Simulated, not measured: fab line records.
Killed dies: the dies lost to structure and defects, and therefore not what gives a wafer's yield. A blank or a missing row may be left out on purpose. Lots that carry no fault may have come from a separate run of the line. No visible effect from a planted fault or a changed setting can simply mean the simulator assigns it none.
Matching of chambers | flow n5-finfet | 4 sister chambers for N5_BEOL_M13_TRENCH_ETCH_34 on rie-diel-03
The step etches SiOC in C4F8/O2/Ar, target depth 413.47 nm, time 162.6 s. 20 wafers are shown with their chamber, then 10 later ones without.

== EACH WAFER AND ITS CHAMBER ==
wafer  | chamber | showerhead-plenum-p-Torr (Torr) | oes-product-au (a.u.) | throttle-valve-pct (%)
L074.1 | 0       | 3.42                            | 0.80                  | 24.02
L074.2 | 2       | 3.49                            | 0.91                  | 24.16
L074.3 | 3       | 3.40                            | 0.69                  | 24.26
L076.1 | 0       | 3.42                            | 0.80                  | 24.03
L076.2 | 3       | 3.40                            | 0.69                  | 24.27
L076.4 | 1       | 3.44                            | 0.79                  | 24.12
L077.1 | 3       | 3.39                            | 0.68                  | 24.25
L077.5 | 0       | 3.41                            | 0.79                  | 24.02
L077.6 | 3       | 3.39                            | 0.68                  | 24.27
L075.1 | 1       | 3.44                            | 0.78                  | 24.12
L075.2 | 0       | 3.41                            | 0.80                  | 24.05
L075.4 | 0       | 3.41                            | 0.80                  | 24.04
L078.1 | 1       | 3.44                            | 0.79                  | 24.13
L078.2 | 3       | 3.39                            | 0.68                  | 24.26
L078.3 | 2       | 3.49                            | 0.91                  | 24.15
L081.1 | 0       | 3.41                            | 0.77                  | 24.05
L081.2 | 2       | 3.49                            | 0.89                  | 24.16
L081.6 | 2       | 3.49                            | 0.88                  | 24.19
L084.1 | 0       | 3.40                            | 0.77                  | 24.06
L084.3 | 2       | 3.48                            | 0.88                  | 24.20

SIGNATURES (means of the wafers above)
reading                  | chamber 0 | chamber 1 | chamber 2 | chamber 3 | scatter within a chamber
showerhead-plenum-p-Torr | 3.4114    | 3.4400    | 3.4880    | 3.3940    | 0.00551
oes-product-au           | 0.7900    | 0.7867    | 0.8940    | 0.6840    | 0.012
throttle-valve-pct       | 24.0386   | 24.1233   | 24.1720   | 24.2620   | 0.0152
Rule: for each reading, subtract the chamber's mean from the wafer's reading, divide by that reading's scatter and square the result; add these up over the readings and take the root, which gives the wafer's distance from the chamber. If the next closest chamber is less than 2 further off than the closest, the wafer can't be placed; otherwise it belongs to the closest. The scatter: take each reading less its chamber's mean, square it, sum over the shown wafers, divide by the number of wafers less the number of chambers, and take the root.

== WAFERS MISSING THEIR CHAMBER ==
wafer  | showerhead-plenum-p-Torr (Torr) | oes-product-au (a.u.) | throttle-valve-pct (%)
L084.6 | 3.48                            | 0.88                  | 24.19
L089.1 | 3.38                            | 0.67                  | 24.29
L089.3 | 3.48                            | 0.86                  | 24.20
L089.6 | 3.38                            | 0.66                  | 24.30
L091.1 | 3.42                            | 0.75                  | 24.17
L091.5 | 3.40                            | 0.76                  | 24.07
L091.6 | 3.38                            | 0.66                  | 24.30
L092.1 | 3.47                            | 0.85                  | 24.22
L092.2 | 3.42                            | 0.74                  | 24.16
L092.3 | 3.40                            | 0.75                  | 24.08

== EACH ONE'S CHAMBER ==
wafer  | from the rows above | in truth
L084.6 | 2                   | 2
L089.1 | 3                   | 3
L089.3 | 2                   | 2
L089.6 | 3                   | 3
L091.1 | 1                   | 1
L091.5 | 0                   | 0
L091.6 | 3                   | 3
L092.1 | 2                   | 2
L092.2 | 1                   | 1
L092.3 | 0                   | 0
10 of 10 placed correctly. Left unplaced by these rows: 0. Number placed wrongly: 0.
